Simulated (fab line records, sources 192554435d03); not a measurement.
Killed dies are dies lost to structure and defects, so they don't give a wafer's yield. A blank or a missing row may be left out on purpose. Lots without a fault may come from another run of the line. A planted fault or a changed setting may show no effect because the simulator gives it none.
A struck lot beside a sound one | flow n5_finfet | 16 steps out of a route of 1938
Sound: wafers L435.1, L435.3, L435.4. Struck: wafers L445.1, L445.4, L445.5. The cause comes at the end.
At each step with rows: each side's tool, then ch and its chambers, then its first start. Under that, the readings that differ: sound wafers | struck wafers | difference of the means | sigmas: that difference in standard deviations of wafers without a fault.
alike: readings whose means differ by less than 2 such deviations, and words and numbers that are the same on both sides. not compared: withheld readings, readings that some wafer has no value for, bounds like >300 that may hide the same value, and numbers for which the record gives no deviation and whose values overlap.
The two part at a step that has a row with sigmas, a row that says differs or no value, or rows on one side only. Numbers that don't overlap but have no deviation are shown without sigmas and don't part them. A reading that every wafer of one side lacks parts them only if that side has two wafers or more.

first, 6 steps without rows for these wafers: N5_BEOL_M2_COAT_22 (resist thk 30 nm); N5_BEOL_M2_EBR_24; N5_BEOL_M2_SOFTBAKE_23 (time 60 s); N5_BEOL_M2_EXPOSE_25 (exposes mask V1, defocus 5 nm); N5_BEOL_M2_PEB_26 (peb time 60 s); N5_BEOL_M2_DEVELOP_27 (develop time 30 s).
N5_BEOL_M2_CD_MEAS_28: target cd 26.2 nm, target cd y 24.1 nm.
  sound on cd_sem-02 ch 0, day 7 06:08; struck on cd_sem-03 ch 0, day 10 12:11
  alike: cd_nm
N5_BEOL_M2_OVL_MEAS_29:
  sound on overlay-02 ch 0, day 7 06:10; struck on overlay-02 ch 0, day 10 12:13
  alike: V1_OVL
N5_BEOL_M2_INSPECT_30: inspects for defects (brightfield).
  sound on defect_inspect-01, day 7 06:14; struck on defect_inspect-02, day 10 12:16
  alike: raw_defect_count
N5_BEOL_M2_DESCUM_33: chemistry O2, time 7 s.
  sound on rie_diel-05 ch 1,2,3, day 7 06:16; struck on rie_diel-05 ch 0,1,2, day 10 12:18
  alike: drypump_motor_current_A, oes_product_au, rf_vpp_V, showerhead_plenum_p_Torr, throttle_valve_pct
  not compared: rf_hours_counter_h
N5_BEOL_M2_ETCH_77: etches underlayer in N2/H2, target depth 6.5 nm, time 5.2 s.
  sound on rie_diel-05 ch 1,2,3, day 7 06:18; struck on rie_diel-05 ch 0,1,2, day 10 12:20
  alike: drypump_motor_current_A, etch_rf_on_time_s, oes_product_au, rf_vpp_V, showerhead_plenum_p_Torr, throttle_valve_pct
  not compared: rf_hours_counter_h
N5_BEOL_M2_ETCH_69: etches SiARC in CF4, target depth 15.6 nm, time 26 s.
  sound on rie_diel-05 ch 1,2,3, day 7 06:19; struck on rie_diel-05 ch 0,1,2, day 10 12:21
  alike: cf4_flow_sccm, drypump_motor_current_A, etch_rf_on_time_s, oes_product_au, rf_vpp_V, showerhead_plenum_p_Torr, throttle_valve_pct
  not compared: rf_hours_counter_h
N5_BEOL_M2_ALD_98: deposits SiO2, target thk 2.5 nm, pulse time 1 s, co reactant pulse time 1 s.
  sound on ald_sin-02 ch 0,1,2, day 7 06:24; struck on ald_sin-02 ch 0,1,2, day 10 12:26
  reading              | sound               | struck            | difference | sigmas
  susceptor_temp_C (C) | 100.14 100.02 99.98 | 96.52 96.79 96.75 | -3.36      | -31
  alike: heater_power_w, precursor_pulse_height_rel
N5_BEOL_M2_ETCHBACK_99: etches SiO2 in CHF3, target depth 5 nm, time 10.4 s.
  sound on rie_diel-04 ch 0,1,2, day 7 09:34; struck on rie_diel-05 ch 1,2, day 11 06:00
  alike: drypump_motor_current_A, oes_product_au, rf_vpp_V, showerhead_plenum_p_Torr, throttle_valve_pct
  not compared: rf_hours_counter_h
N5_BEOL_M4_RC_MEAS_101:
  sound on prober-02 ch 0, day 8 13:04; struck on prober-02 ch 0, day 12 11:06
  reading        | sound          | struck         | difference | sigmas
  DIBL_P (mV/V)  | 37.0 32.9 31.7 | 40.3 42.1 39.6 | +6.8       | +3
  IOFF_N (nA/um) | 0.16 0.12 0.09 | 0.20 0.24 0.20 | +0.09      | +2
  VT_N (mV)      | 250 254 256    | 246 246 245    | -8         | -2
  alike: DIBL_N, IOFF_P, ION_N, ION_P, SS_N, SS_P, VT_P
then, 1 step without rows for these wafers: N5_PASSIVATION_PROBE_49.

WHERE THEY PART
First at N5_BEOL_M2_ALD_98; last, within this record, at N5_BEOL_M4_RC_MEAS_101.

WHY: what the simulator had put in
Process parameter drift: ald_sin-02, from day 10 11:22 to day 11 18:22, at N5_BEOL_M2_ALD_98. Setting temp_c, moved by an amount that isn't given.
